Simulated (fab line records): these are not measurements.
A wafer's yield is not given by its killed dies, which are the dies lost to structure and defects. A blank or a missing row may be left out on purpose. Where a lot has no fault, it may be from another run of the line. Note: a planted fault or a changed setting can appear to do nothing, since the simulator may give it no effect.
What tool caused it? :: flow nand harc :: 72 wafers from 24 lots sampled at 6 of the route's 1302 steps

WHAT EACH GAUGE READ, for each wafer
Not one reading of a measure or inspect step in the record can be checked against a usual standard deviation.

TOOL THAT RAN EACH LOT (tool first, then ch and the chambers of the sampled wafers, then the start)
lot: L074
NHARC_A_WL_FILL_ALD_10: ald hk-04 ch 1,2,3, day 20 04:04
NHARC_A_CONTACT_DEP_29: pecvd-01 ch 0,1,2, day 20 19:33
NHARC_A_CONTACT_ETCH_51: rie diel-12 ch 0,1,2, day 20 22:47 or earlier
NHARC_A_CONTACT_ETCH_111: har cap etch-02 ch 0,1, day 20 22:47
NHARC_A_CONTACT_ETCH_114: har cap etch-02 ch 0,1, day 20 23:19
NHARC_A_CONTACT_ETCH_116: har cap etch-02 ch 0,1, day 20 23:39

lot: L076
NHARC_A_WL_FILL_ALD_10: ald hk-03 ch 2,3, day 20 23:14
NHARC_A_CONTACT_DEP_29: pecvd-02 ch 0,1,2, day 21 22:10
NHARC_A_CONTACT_ETCH_51: rie diel-12 ch 0,1,2, day 22 00:46 or earlier
NHARC_A_CONTACT_ETCH_111: har cap etch-02 ch 0,1, day 22 00:46
NHARC_A_CONTACT_ETCH_114: har cap etch-02 ch 0,1, day 22 01:19
NHARC_A_CONTACT_ETCH_116: har cap etch-02 ch 0,1, day 22 01:40

lot: L075
NHARC_A_WL_FILL_ALD_10: ald hk-02 ch 0,3, day 20 23:45
NHARC_A_CONTACT_DEP_29: pecvd-04 ch 1,2, day 21 20:05
NHARC_A_CONTACT_ETCH_51: rie diel-12 ch 1,2,3, day 21 22:57 or earlier
NHARC_A_CONTACT_ETCH_111: har cap etch-03 ch 0,1, day 21 22:57
NHARC_A_CONTACT_ETCH_114: har cap etch-03 ch 0,1, day 21 23:29
NHARC_A_CONTACT_ETCH_116: har cap etch-03 ch 0,1, day 21 23:50

lot: L079
NHARC_A_WL_FILL_ALD_10: ald hk-02 ch 0,2,3, day 22 10:10
NHARC_A_CONTACT_DEP_29: pecvd-02 ch 1,2, day 23 02:49
NHARC_A_CONTACT_ETCH_51: rie diel-12 ch 2,3, day 23 05:34 or earlier
NHARC_A_CONTACT_ETCH_111: har cap etch-01 ch 0,1, day 23 05:34
NHARC_A_CONTACT_ETCH_114: har cap etch-01 ch 0,1, day 23 06:06
NHARC_A_CONTACT_ETCH_116: har cap etch-01 ch 0,1, day 23 06:26

lot: L077
NHARC_A_WL_FILL_ALD_10: ald hk-03 ch 2,3, day 22 10:10
NHARC_A_CONTACT_DEP_29: pecvd-01 ch 0,2, day 23 03:31
NHARC_A_CONTACT_ETCH_51: rie diel-13 ch 0,1,2, day 23 06:07 or earlier
NHARC_A_CONTACT_ETCH_111: har cap etch-02 ch 0,1, day 23 06:07
NHARC_A_CONTACT_ETCH_114: har cap etch-02 ch 0,1, day 23 06:40
NHARC_A_CONTACT_ETCH_116: har cap etch-02 ch 0,1, day 23 07:00

lot: L078
NHARC_A_WL_FILL_ALD_10: ald hk-04 ch 0,3, day 22 12:44
NHARC_A_CONTACT_DEP_29: pecvd-04 ch 0,1, day 23 04:22
NHARC_A_CONTACT_ETCH_51: rie diel-12 ch 0,2,3, day 23 07:07 or earlier
NHARC_A_CONTACT_ETCH_111: har cap etch-03 ch 0, day 23 07:07
NHARC_A_CONTACT_ETCH_114: har cap etch-03 ch 0, day 23 07:38
NHARC_A_CONTACT_ETCH_116: har cap etch-03 ch 0, day 23 07:59

lot: L080
NHARC_A_WL_FILL_ALD_10: ald hk-04 ch 2,3, day 23 04:53
NHARC_A_CONTACT_DEP_29: pecvd-04 ch 0,1,2, day 23 20:40
NHARC_A_CONTACT_ETCH_51: rie diel-13 ch 0,3, day 23 23:23 or earlier
NHARC_A_CONTACT_ETCH_111: har cap etch-01 ch 0,1, day 23 23:23
NHARC_A_CONTACT_ETCH_114: har cap etch-01 ch 0,1, day 23 23:55
NHARC_A_CONTACT_ETCH_116: har cap etch-01 ch 0,1, day 24 00:15

lot: L082
NHARC_A_WL_FILL_ALD_10: ald hk-03 ch 1,2, day 23 19:27
NHARC_A_CONTACT_DEP_29: pecvd-01 ch 0,1,2, day 24 14:13
NHARC_A_CONTACT_ETCH_51: rie diel-13 ch 0,1,3, day 24 16:58 or earlier
NHARC_A_CONTACT_ETCH_111: har cap etch-03 ch 0,1, day 24 16:58
NHARC_A_CONTACT_ETCH_114: har cap etch-03 ch 0,1, day 24 17:29
NHARC_A_CONTACT_ETCH_116: har cap etch-03 ch 0,1, day 24 17:50

lot: L081
NHARC_A_WL_FILL_ALD_10: ald hk-04 ch 0,1,2, day 23 23:55
NHARC_A_CONTACT_DEP_29: pecvd-04 ch 0,1,2, day 24 20:10
NHARC_A_CONTACT_ETCH_51: rie diel-13 ch 0,2,3, day 24 22:51 or earlier
NHARC_A_CONTACT_ETCH_111: har cap etch-02 ch 0,1, day 24 22:51
NHARC_A_CONTACT_ETCH_114: har cap etch-02 ch 0,1, day 24 23:24
NHARC_A_CONTACT_ETCH_116: har cap etch-02 ch 0,1, day 24 23:44

lot: L084
NHARC_A_WL_FILL_ALD_10: ald hk-03 ch 1,2,3, day 24 18:20
NHARC_A_CONTACT_DEP_29: pecvd-04 ch 0,1,2, day 25 10:08
NHARC_A_CONTACT_ETCH_51: rie diel-13 ch 0,1,3, day 25 13:46 or earlier
NHARC_A_CONTACT_ETCH_111: har cap etch-01 ch 1, day 25 13:46
NHARC_A_CONTACT_ETCH_114: har cap etch-01 ch 1, day 25 14:17
NHARC_A_CONTACT_ETCH_116: har cap etch-01 ch 1, day 25 14:38

lot: L083
NHARC_A_WL_FILL_ALD_10: ald hk-02 ch 1,2, day 24 19:27
NHARC_A_CONTACT_DEP_29: pecvd-04 ch 0,1,2, day 25 09:27
NHARC_A_CONTACT_ETCH_51: rie diel-13 ch 1,2, day 25 12:38 or earlier
NHARC_A_CONTACT_ETCH_111: har cap etch-02 ch 0,1, day 25 12:38
NHARC_A_CONTACT_ETCH_114: har cap etch-02 ch 0,1, day 25 13:10
NHARC_A_CONTACT_ETCH_116: har cap etch-02 ch 0,1, day 25 13:31

lot: L085
NHARC_A_WL_FILL_ALD_10: ald hk-04 ch 0,1,3, day 25 09:47
NHARC_A_CONTACT_DEP_29: pecvd-01 ch 1,2, day 26 01:50
NHARC_A_CONTACT_ETCH_51: rie diel-13 ch 0,1, day 26 04:36 or earlier
NHARC_A_CONTACT_ETCH_111: har cap etch-03 ch 0,1, day 26 04:36
NHARC_A_CONTACT_ETCH_114: har cap etch-03 ch 0,1, day 26 05:08
NHARC_A_CONTACT_ETCH_116: har cap etch-03 ch 0,1, day 26 05:29

lot: L086
NHARC_A_WL_FILL_ALD_10: ald hk-03 ch 0,1,2, day 25 13:45
NHARC_A_CONTACT_DEP_29: pecvd-01 ch 0,1,2, day 26 06:08
NHARC_A_CONTACT_ETCH_51: rie diel-02 ch 0,1,3, day 26 08:51 or earlier
NHARC_A_CONTACT_ETCH_111: har cap etch-03 ch 0,1, day 26 08:51
NHARC_A_CONTACT_ETCH_114: har cap etch-03 ch 0,1, day 26 09:35
NHARC_A_CONTACT_ETCH_116: har cap etch-03 ch 0,1, day 26 10:02

lot: L087
NHARC_A_WL_FILL_ALD_10: ald hk-03 ch 0,1,3, day 26 00:59
NHARC_A_CONTACT_DEP_29: pecvd-02 ch 0,1,2, day 26 17:04
NHARC_A_CONTACT_ETCH_51: rie diel-02 ch 0,2,3, day 26 19:48 or earlier
NHARC_A_CONTACT_ETCH_111: har cap etch-01 ch 0,1, day 26 19:48
NHARC_A_CONTACT_ETCH_114: har cap etch-01 ch 0,1, day 26 20:20
NHARC_A_CONTACT_ETCH_116: har cap etch-01 ch 0,1, day 26 20:41

lot: L088
NHARC_A_WL_FILL_ALD_10: ald hk-04 ch 0,1,2, day 26 01:27
NHARC_A_CONTACT_DEP_29: pecvd-01 ch 0,1,2, day 26 18:18
NHARC_A_CONTACT_ETCH_51: rie diel-13 ch 1,2,3, day 26 21:02 or earlier
NHARC_A_CONTACT_ETCH_111: har cap etch-03 ch 0,1, day 26 21:02
NHARC_A_CONTACT_ETCH_114: har cap etch-03 ch 0,1, day 26 21:35
NHARC_A_CONTACT_ETCH_116: har cap etch-03 ch 0,1, day 26 21:56

lot: L089
NHARC_A_WL_FILL_ALD_10: ald hk-03 ch 0,2, day 26 18:37
NHARC_A_CONTACT_DEP_29: pecvd-02 ch 1,2, day 27 13:10
NHARC_A_CONTACT_ETCH_51: rie diel-12 ch 0,1, day 27 16:00 or earlier
NHARC_A_CONTACT_ETCH_111: har cap etch-01 ch 0,1, day 27 16:00
NHARC_A_CONTACT_ETCH_114: har cap etch-01 ch 0,1, day 27 16:43
NHARC_A_CONTACT_ETCH_116: har cap etch-01 ch 0,1, day 27 17:10

lot: L091
NHARC_A_WL_FILL_ALD_10: ald hk-02 ch 0,3, day 26 21:08
NHARC_A_CONTACT_DEP_29: pecvd-01 ch 0,2, day 27 13:03
NHARC_A_CONTACT_ETCH_51: rie diel-13 ch 1,2,3, day 27 15:48 or earlier
NHARC_A_CONTACT_ETCH_111: har cap etch-02 ch 0,1, day 27 15:48
NHARC_A_CONTACT_ETCH_114: har cap etch-02 ch 0,1, day 27 16:20
NHARC_A_CONTACT_ETCH_116: har cap etch-02 ch 0,1, day 27 16:41

lot: L090
NHARC_A_WL_FILL_ALD_10: ald hk-02 ch 0,1,3, day 27 06:14
NHARC_A_CONTACT_DEP_29: pecvd-04 ch 0,1,2, day 27 21:17
NHARC_A_CONTACT_ETCH_51: rie diel-13 ch 0,3, day 27 23:58 or earlier
NHARC_A_CONTACT_ETCH_111: har cap etch-03 ch 0,1, day 27 23:58
NHARC_A_CONTACT_ETCH_114: har cap etch-03 ch 0,1, day 28 00:29
NHARC_A_CONTACT_ETCH_116: har cap etch-03 ch 0,1, day 28 00:50

lot: L092
NHARC_A_WL_FILL_ALD_10: ald hk-02 ch 0,2, day 28 03:26
NHARC_A_CONTACT_DEP_29: pecvd-02 ch 1,2, day 28 20:46
NHARC_A_CONTACT_ETCH_51: rie diel-12 ch 0,3, day 28 23:32 or earlier
NHARC_A_CONTACT_ETCH_111: har cap etch-02 ch 0,1, day 28 23:32
NHARC_A_CONTACT_ETCH_114: har cap etch-02 ch 0,1, day 29 00:04
NHARC_A_CONTACT_ETCH_116: har cap etch-02 ch 0,1, day 29 00:25

lot: L093
NHARC_A_WL_FILL_ALD_10: ald hk-03 ch 0,1,2, day 28 04:28
NHARC_A_CONTACT_DEP_29: pecvd-02 ch 1,2, day 28 21:11
NHARC_A_CONTACT_ETCH_51: rie diel-13 ch 0,1,2, day 28 23:53 or earlier
NHARC_A_CONTACT_ETCH_111: har cap etch-01 ch 0,1, day 28 23:53
NHARC_A_CONTACT_ETCH_114: har cap etch-01 ch 0,1, day 29 00:25
NHARC_A_CONTACT_ETCH_116: har cap etch-01 ch 0,1, day 29 00:46

lot: L094
NHARC_A_WL_FILL_ALD_10: ald hk-02 ch 0,2,3, day 28 12:43
NHARC_A_CONTACT_DEP_29: pecvd-02 ch 1,2, day 29 04:10
NHARC_A_CONTACT_ETCH_51: rie diel-12 ch 0,1,3, day 29 06:56 or earlier
NHARC_A_CONTACT_ETCH_111: har cap etch-03 ch 0,1, day 29 06:56
NHARC_A_CONTACT_ETCH_114: har cap etch-03 ch 0,1, day 29 07:28
NHARC_A_CONTACT_ETCH_116: har cap etch-03 ch 0,1, day 29 07:49

lot: L096
NHARC_A_WL_FILL_ALD_10: ald hk-04 ch 0,2, day 29 05:55
NHARC_A_CONTACT_DEP_29: pecvd-02 ch 0,1, day 29 21:56
NHARC_A_CONTACT_ETCH_51: rie diel-13 ch 0,2, day 30 00:39 or earlier
NHARC_A_CONTACT_ETCH_111: har cap etch-03 ch 0, day 30 00:39
NHARC_A_CONTACT_ETCH_114: har cap etch-03 ch 0, day 30 01:11
NHARC_A_CONTACT_ETCH_116: har cap etch-03 ch 0, day 30 01:32

lot: L095
NHARC_A_WL_FILL_ALD_10: ald hk-03 ch 0,1,3, day 29 06:26
NHARC_A_CONTACT_DEP_29: pecvd-01 ch 0,1,2, day 29 22:01
NHARC_A_CONTACT_ETCH_51: rie diel-12 ch 1,2, day 30 00:44 or earlier
NHARC_A_CONTACT_ETCH_111: har cap etch-02 ch 0,1, day 30 00:44
NHARC_A_CONTACT_ETCH_114: har cap etch-02 ch 0,1, day 30 01:16
NHARC_A_CONTACT_ETCH_116: har cap etch-02 ch 0,1, day 30 01:37

lot: L097
NHARC_A_WL_FILL_ALD_10: ald hk-04 ch 0,1, day 30 00:08
NHARC_A_CONTACT_DEP_29: pecvd-04 ch 0,1, day 30 17:04
NHARC_A_CONTACT_ETCH_51: rie diel-13 ch 1,2,3, day 30 19:42 or earlier
NHARC_A_CONTACT_ETCH_111: har cap etch-02 ch 0,1, day 30 19:42
NHARC_A_CONTACT_ETCH_114: har cap etch-02 ch 0,1, day 30 20:14
NHARC_A_CONTACT_ETCH_116: har cap etch-02 ch 0,1, day 30 20:35
- NHARC_A_WL_FILL_ALD_10: deposits SiO2, target thk 50 nm, pulse time 10 s, ald cycles 500.
- NHARC_A_CONTACT_DEP_29: deposits SiON, target thk 100 nm.
- NHARC_A_CONTACT_ETCH_51: etches the open film in O2/COS, target depth 7000 nm, time 1820 s.
- NHARC_A_CONTACT_ETCH_111: etches the open film in C4F8/O2/Ar, time 140 s, target depth 700 nm.
- NHARC_A_CONTACT_ETCH_114: etches the open film in C4F8/O2/Ar, time 190 s, target depth 1850 nm.
- NHARC_A_CONTACT_ETCH_116: etches the open film in C4F8/O2/Ar, time 190 s, target depth 1850 nm.

AS READ BY THE TOOLS THEMSELVES (means over the sampled wafers that have a number; for cases with no such wafer, the mark the record gives instead)
NHARC_A_WL_FILL_ALD_10. Usual: heater power w 454 W, standard deviation 41; precursor pulse height rel 1.002, standard deviation 0.018.
lot: L074
tool: ald hk-04
heater power w (W): 437
precursor pulse height rel: 1.002
flag: 

lot: L076
tool: ald hk-03
heater power w (W): 435
precursor pulse height rel: 0.997
flag: 

lot: L075
tool: ald hk-02
heater power w (W): 505
precursor pulse height rel: 1.008
flag: 

lot: L079
tool: ald hk-02
heater power w (W): 476
precursor pulse height rel: 0.987
flag: 

lot: L077
tool: ald hk-03
heater power w (W): 415
precursor pulse height rel: 0.996
flag: 

lot: L078
tool: ald hk-04
heater power w (W): 431
precursor pulse height rel: 0.982
flag: 

lot: L080
tool: ald hk-04
heater power w (W): 440
precursor pulse height rel: 0.992
flag: 

lot: L082
tool: ald hk-03
heater power w (W): 441
precursor pulse height rel: 0.995
flag: 

lot: L081
tool: ald hk-04
heater power w (W): 470
precursor pulse height rel: 1.014
flag: 

lot: L084
tool: ald hk-03
heater power w (W): 431
precursor pulse height rel: 1.027
flag: 

lot: L083
tool: ald hk-02
heater power w (W): 477
precursor pulse height rel: 1.004
flag: 

lot: L085
tool: ald hk-04
heater power w (W): 444
precursor pulse height rel: 1.005
flag: 

lot: L086
tool: ald hk-03
heater power w (W): 445
precursor pulse height rel: 0.986
flag: 

lot: L087
tool: ald hk-03
heater power w (W): 429
precursor pulse height rel: 0.999
flag: 

lot: L088
tool: ald hk-04
heater power w (W): 471
precursor pulse height rel: 0.996
flag: 

lot: L089
tool: ald hk-03
heater power w (W): 450
precursor pulse height rel: 1.002
flag: 

lot: L091
tool: ald hk-02
heater power w (W): 510
precursor pulse height rel: 1.006
flag: 

lot: L090
tool: ald hk-02
heater power w (W): 512
precursor pulse height rel: 0.997
flag: 

lot: L092
tool: ald hk-02
heater power w (W): 431
precursor pulse height rel: 1.017
flag: 

lot: L093
tool: ald hk-03
heater power w (W): 452
precursor pulse height rel: 0.981
flag: 

lot: L094
tool: ald hk-02
heater power w (W): 467
precursor pulse height rel: 1.011
flag: 

lot: L096
tool: ald hk-04
heater power w (W): 477
precursor pulse height rel: 1.018
flag: 

lot: L095
tool: ald hk-03
heater power w (W): 431
precursor pulse height rel: 1.006
flag: 

lot: L097
tool: ald hk-04
heater power w (W): 460
precursor pulse height rel: 1.001
flag: 

NHARC_A_CONTACT_DEP_29. Usual: heater power w 746 W, standard deviation 120.
lot: L074
tool: pecvd-01
heater power w (W): 667
flag: 

lot: L076
tool: pecvd-02
heater power w (W): 813
flag: 

lot: L075
tool: pecvd-04
heater power w (W): 588
flag: 

lot: L079
tool: pecvd-02
heater power w (W): 852
flag: 

lot: L077
tool: pecvd-01
heater power w (W): 628
flag: 

lot: L078
tool: pecvd-04
heater power w (W): 683
flag: 

lot: L080
tool: pecvd-04
heater power w (W): 660
flag: 

lot: L082
tool: pecvd-01
heater power w (W): 717
flag: 

lot: L081
tool: pecvd-04
heater power w (W): 683
flag: 

lot: L084
tool: pecvd-04
heater power w (W): 679
flag: 

lot: L083
tool: pecvd-04
heater power w (W): 693
flag: 

lot: L085
tool: pecvd-01
heater power w (W): 736
flag: 

lot: L086
tool: pecvd-01
heater power w (W): 664
flag: 

lot: L087
tool: pecvd-02
heater power w (W): 900
flag: 

lot: L088
tool: pecvd-01
heater power w (W): 771
flag: 

lot: L089
tool: pecvd-02
heater power w (W): 915
flag: 

lot: L091
tool: pecvd-01
heater power w (W): 689
flag: 

lot: L090
tool: pecvd-04
heater power w (W): 657
flag: 

lot: L092
tool: pecvd-02
heater power w (W): 896
flag: 

lot: L093
tool: pecvd-02
heater power w (W): 897
flag: 

lot: L094
tool: pecvd-02
heater power w (W): 929
flag: 

lot: L096
tool: pecvd-02
heater power w (W): 873
flag: 

lot: L095
tool: pecvd-01
heater power w (W): 718
flag: 

lot: L097
tool: pecvd-04
heater power w (W): 710
flag: 

NHARC_A_CONTACT_ETCH_51. Usual: drypump motor current A 5.7 A, standard deviation 0.49; oes product au 1.001 a.u., standard deviation 0.012; rf vpp V 312.8 V, standard deviation 2.1; showerhead plenum p Torr 3.03 Torr, standard deviation 0.14; throttle valve pct 28.330 %, standard deviation 0.0089.
lot: L074
tool: rie diel-12
drypump motor current A (A): 5.7
oes product au (a.u.): 0.999
rf vpp V (V): 314.0
showerhead plenum p Torr (Torr): 3.15
throttle valve pct (%): 28.336
flag: 

lot: L076
tool: rie diel-12
drypump motor current A (A): 5.7
oes product au (a.u.): 1.001
rf vpp V (V): 314.5
showerhead plenum p Torr (Torr): 3.14
throttle valve pct (%): 28.334
flag: 

lot: L075
tool: rie diel-12
drypump motor current A (A): 5.6
oes product au (a.u.): 1.002
rf vpp V (V): 314.7
showerhead plenum p Torr (Torr): 3.14
throttle valve pct (%): 28.327
flag: 

lot: L079
tool: rie diel-12
drypump motor current A (A): 5.7
oes product au (a.u.): 1.000
rf vpp V (V): 315.9
showerhead plenum p Torr (Torr): 3.25
throttle valve pct (%): 28.340
flag: 

lot: L077
tool: rie diel-13
drypump motor current A (A): 5.9
oes product au (a.u.): 1.002
rf vpp V (V): 311.0
showerhead plenum p Torr (Torr): 2.93
throttle valve pct (%): 28.334
flag: 

lot: L078
tool: rie diel-12
drypump motor current A (A): 5.6
oes product au (a.u.): 1.007
rf vpp V (V): 314.5
showerhead plenum p Torr (Torr): 3.19
throttle valve pct (%): 28.321
flag: 

lot: L080
tool: rie diel-13
drypump motor current A (A): 5.2
oes product au (a.u.): 1.001
rf vpp V (V): 311.5
showerhead plenum p Torr (Torr): 2.93
throttle valve pct (%): 28.334
flag: 

lot: L082
tool: rie diel-13
drypump motor current A (A): 5.6
oes product au (a.u.): 0.995
rf vpp V (V): 311.6
showerhead plenum p Torr (Torr): 2.92
throttle valve pct (%): 28.337
flag: 

lot: L081
tool: rie diel-13
drypump motor current A (A): 5.6
oes product au (a.u.): 1.004
rf vpp V (V): 310.7
showerhead plenum p Torr (Torr): 2.96
throttle valve pct (%): 28.333
flag: 

lot: L084
tool: rie diel-13
drypump motor current A (A): 5.6
oes product au (a.u.): 0.996
rf vpp V (V): 311.0
showerhead plenum p Torr (Torr): 2.92
throttle valve pct (%): 28.325
flag: 

lot: L083
tool: rie diel-13
drypump motor current A (A): 6.3
oes product au (a.u.): 0.985
rf vpp V (V): 311.3
showerhead plenum p Torr (Torr): 2.93
throttle valve pct (%): 28.329
flag: 

lot: L085
tool: rie diel-13
drypump motor current A (A): 5.8
oes product au (a.u.): 1.001
rf vpp V (V): 310.8
showerhead plenum p Torr (Torr): 2.89
throttle valve pct (%): 28.329
flag: 

lot: L086
tool: rie diel-02
drypump motor current A (A): 5.8
oes product au (a.u.): 1.014
rf vpp V (V): 312.7
showerhead plenum p Torr (Torr): 3.04
throttle valve pct (%): 28.324
flag: 

lot: L087
tool: rie diel-02
drypump motor current A (A): 5.7
oes product au (a.u.): 1.005
rf vpp V (V): 312.1
showerhead plenum p Torr (Torr): 2.97
throttle valve pct (%): 28.329
flag: 

lot: L088
tool: rie diel-13
drypump motor current A (A): 6.0
oes product au (a.u.): 1.004
rf vpp V (V): 310.9
showerhead plenum p Torr (Torr): 2.95
throttle valve pct (%): 28.336
flag: 

lot: L089
tool: rie diel-12
drypump motor current A (A): 5.6
oes product au (a.u.): 1.012
rf vpp V (V): 313.2
showerhead plenum p Torr (Torr): 3.06
throttle valve pct (%): 28.324
flag: 

lot: L091
tool: rie diel-13
drypump motor current A (A): 6.0
oes product au (a.u.): 1.005
rf vpp V (V): 312.0
showerhead plenum p Torr (Torr): 2.95
throttle valve pct (%): 28.325
flag: 

lot: L090
tool: rie diel-13
drypump motor current A (A): 5.2
oes product au (a.u.): 1.008
rf vpp V (V): 310.9
showerhead plenum p Torr (Torr): 2.92
throttle valve pct (%): 28.324
flag: 

lot: L092
tool: rie diel-12
drypump motor current A (A): 5.4
oes product au (a.u.): 1.006
rf vpp V (V): 315.0
showerhead plenum p Torr (Torr): 3.11
throttle valve pct (%): 28.323
flag: 

lot: L093
tool: rie diel-13
drypump motor current A (A): 5.9
oes product au (a.u.): 1.001
rf vpp V (V): 311.2
showerhead plenum p Torr (Torr): 2.92
throttle valve pct (%): 28.324
flag: 

lot: L094
tool: rie diel-12
drypump motor current A (A): 5.4
oes product au (a.u.): 1.004
rf vpp V (V): 312.7
showerhead plenum p Torr (Torr): 3.05
throttle valve pct (%): 28.331
flag: 

lot: L096
tool: rie diel-13
drypump motor current A (A): 5.9
oes product au (a.u.): 0.995
rf vpp V (V): 312.2
showerhead plenum p Torr (Torr): 2.96
throttle valve pct (%): 28.330
flag: 

lot: L095
tool: rie diel-12
drypump motor current A (A): 5.8
oes product au (a.u.): 0.993
rf vpp V (V): 314.3
showerhead plenum p Torr (Torr): 3.17
throttle valve pct (%): 28.328
flag: 

lot: L097
tool: rie diel-13
drypump motor current A (A): 6.1
oes product au (a.u.): 1.008
rf vpp V (V): 313.8
showerhead plenum p Torr (Torr): 3.11
throttle valve pct (%): 28.332
flag: 

THE ANSWER, worked out from the rows above alone
Rule: a lot counts as off when the mean over its wafers that have a number is more than 3 standard deviations away from the usual mean. A lot without any number at a reading at which 4 lots or more have one is off too. All remaining lots with rows at the step are treated as sound. After the gauges, taken in route order, come the tools' own readings; for these a lot's mean is taken, as printed above. At the first step where some lot is off, the reading lying furthest off is the one used; lots without a number count as furthest.
Nothing can be told from this: no lot is off at any reading shown.

WHAT THE SIMULATOR HAD PUT IN
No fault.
